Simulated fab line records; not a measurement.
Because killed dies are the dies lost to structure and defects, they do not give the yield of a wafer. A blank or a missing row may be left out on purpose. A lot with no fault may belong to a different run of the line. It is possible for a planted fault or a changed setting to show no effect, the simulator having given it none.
Comparing a struck lot with a sound one + flow n5 finfet + 37 out of 1938 route steps
Sound: these wafers, L227.1, L227.2, L227.3. Wafers struck: L216.3, L216.4, L216.6. The cause is named last.
Per side, at each step with rows, come the tool, then ch with its chambers, and then its first start. Under that, the readings that differ: sound wafers + struck wafers + difference of the means + sigmas: that difference in standard deviations of wafers without a fault.
alike: same words and numbers on both sides, and readings whose means sit less than 2 such deviations apart. not compared: any withheld reading, any reading some wafer has no value for, any bound like >300 that may hide the same value, and any number with overlapping values for which the record gives no deviation.
A row with sigmas, a row that says differs or no value, or rows on one side alone: a step with any of these is where the two part. Non-overlapping numbers with no deviation appear without sigmas and do not part them. A reading missing from all wafers of one side parts the sides only when that side holds two or more wafers.

first, 3 steps without rows for these wafers: N5_BEOL_M4_STRIP_36 (strips in N2/H2); N5_BEOL_M4_TRENCH_ETCH_37 (etches SiOC in C4F6/O2, target depth 55.555 nm, time 29.2 s); N5_BEOL_M4_ETCH_41 (etches SiCN in CH3F/O2, target depth 29.9 nm, time 52.5 s).
N5_BEOL_M4_STRIP_97: strips in N2/H2, time 10 s.
  sound: rie diel-05 ch 0,1,3; struck: rie diel-02 ch 1,2,3
  alike: drypump motor current A, h2 flow sccm, oes product au, rf vpp V, showerhead plenum p Torr, throttle valve pct
  not compared: rf hours counter h
N5_BEOL_M4_OCD_MEAS_38:
  sound on ocd-02, day 12 21:10; struck on ocd-01, day 10 01:58
  alike: trench depth nm
then, 4 steps without rows for these wafers: N5_BEOL_M4_HM_STRIP_39 (strips TiN in peroxide tin strip, target depth 25 nm, time 158 s); N5_BEOL_M4_SRD_40 (time 30 s); N5_BEOL_M4_PRECLEAN_42 (cleans in residue remover, time 60 s); N5_BEOL_M4_SRD_43 (time 30 s).
N5_BEOL_M4_CD_MEAS_35: target cd 18 nm, target cd y 22.4 nm.
  sound on cd sem-01, day 12 21:20; struck on cd sem-01, day 10 02:07
  alike: cd nm
then, 2 steps without rows for these wafers: N5_BEOL_M4_DEGAS_44 (time 60 s); N5_BEOL_M4_PRE_CLEAN_45 (time 30 s).
N5_BEOL_M4_ALD_84: deposits TaN, pulse time 2 s, purge time 3 s, co reactant purge time 2 s.
  sound on ald metal-03 ch 1,2,3, day 12 21:40; struck on ald metal-02 ch 0,3, day 10 02:35
  no value came back on the struck wafers for ald cycles, chamber pressure Torr (Torr), heater power w (W), pulse time s (s); on the sound wafers ald cycles reads 30 30 30
then, 6 steps without rows for these wafers: N5_BEOL_M4_SURFACE_TREAT_85; N5_BEOL_M4_CVD_47 (deposits Co from CCTBA/H2, target thk 3 nm, time 223.8 s); N5_BEOL_M4_SPUTTER_48 (material Cu, target thk 4.5 nm, time 8.29 s); N5_BEOL_M4_ANNEAL_49 (time 240 s); N5_BEOL_M4_SPUTTER_79 (material Cu, target thk 4.5 nm, time 8.29 s); N5_BEOL_M4_ANNEAL_80 (time 240 s).
N5_BEOL_M4_SPUTTER_81: material Cu, target thk 4.5 nm, time 8.29 s.
  sound on pvd sputter-02, day 12 22:34; struck on pvd sputter-02, day 10 03:30
  alike: throttle valve pct
N5_BEOL_M4_ANNEAL_82: time 240 s.
  sound on pvd sputter-02, day 12 22:38; struck on pvd sputter-02, day 10 03:35
  alike: heater power w
then, 2 steps without rows for these wafers: N5_BEOL_M4_SPUTTER_86 (material Cu, target thk 4.5 nm, time 8.29 s); N5_BEOL_M4_ANNEAL_87 (time 240 s).
N5_BEOL_M4_SPUTTER_88: material Cu, target thk 4.5 nm, time 8.29 s.
  sound on pvd sputter-02, day 12 23:00; struck on pvd sputter-02, day 10 03:56
  alike: throttle valve pct
N5_BEOL_M4_ANNEAL_89: time 240 s.
  sound on pvd sputter-02, day 12 23:05; struck on pvd sputter-02, day 10 04:01
  alike: heater power w
then, 9 steps without rows for these wafers: N5_BEOL_M4_SPUTTER_90 (material Cu, target thk 4.5 nm, time 8.29 s); N5_BEOL_M4_ANNEAL_91 (time 240 s); N5_BEOL_M4_SPUTTER_92 (material Cu, target thk 4.5 nm, time 8.29 s); N5_BEOL_M4_ANNEAL_93 (time 240 s); N5_BEOL_M4_SPUTTER_94 (material Cu, target thk 4.5 nm, time 8.29 s); N5_BEOL_M4_ANNEAL_95 (time 240 s); N5_BEOL_M4_SPUTTER_96 (material Cu, target thk 4.5 nm, time 8.29 s); N5_BEOL_M4_ECD_50 (material Cu, target thk 300 nm); N5_BEOL_M4_ANNEAL_51 (time 90 s).
N5_BEOL_M4_CMP_52: polishes, stops on SiOC, t overpolish 6.8 s, target thk 40 nm.
  sound on cmp-03 ch 1,2,3, day 13 00:23; struck on cmp-01 ch 0,2,3, day 10 05:21
| reading                      | sound          | struck         | difference | sigmas |
|------------------------------|----------------|----------------|------------|--------|
| barrier field endpoint s (s) | 23.6 24.6 23.8 | 22.9 22.6 22.7 | -1.3       | -2     |
| motor current A (A)          | 6.7 7.7 7.4    | 6.6 5.0 5.7    | -1.5       | -2     |
N5_BEOL_M4_RC_MEAS_101:
  the record has rows for the sound wafers here (prober-01 ch 0, day 13 00:59) and none for the struck ones
-- here the record skips 4 days between the struck wafers' starts before and after, leaving off in module BEOL_M4 and picking up in module PASSIVATION (first step shown: number 1936 of the route) --
N5_PASSIVATION_PROBE_49:
  sound on prober-02, day 17 07:57; struck on prober-01, day 14 06:25
| reading                  | sound          | struck            | difference | sigmas      |
|--------------------------|----------------|-------------------|------------|-------------|
| defect limited yield (%) | 88.4 91.0 91.8 | 0 0 0             | -90        | -60         |
| killed_at_M4_up          | 12 6 9         | 1069 1091 1084    | +1072      | +99 or more |
| killed dies              | 137 106 97     | 1180 1180 1180    | +1067      | +63         |
| killed on rim            | 27 15 11       | 152 152 152       | +134       | +34         |
| sort_bin_4_leakage (%)   | 0 0 0          | 90.17 91.86 90.85 | +90.96     | +99 or more |
| sort n pass              | 1043 1074 1083 | 0 0 0             | -1067      | -63         |
| sort yield pct (%)       | 88.4 91.0 91.8 | 0 0 0             | -90        | -65         |
  alike: killed_at_M0_to_M3, killed at contacts, killed at front end, killed at other, killed open, killed short, sort_bin_5_function, sort_bin_6_memory

## WHERE THEY PART
Last at N5_PASSIVATION_PROBE_49 as far as this record goes, first at N5_BEOL_M4_ALD_84.

WHY: what the simulator had put in
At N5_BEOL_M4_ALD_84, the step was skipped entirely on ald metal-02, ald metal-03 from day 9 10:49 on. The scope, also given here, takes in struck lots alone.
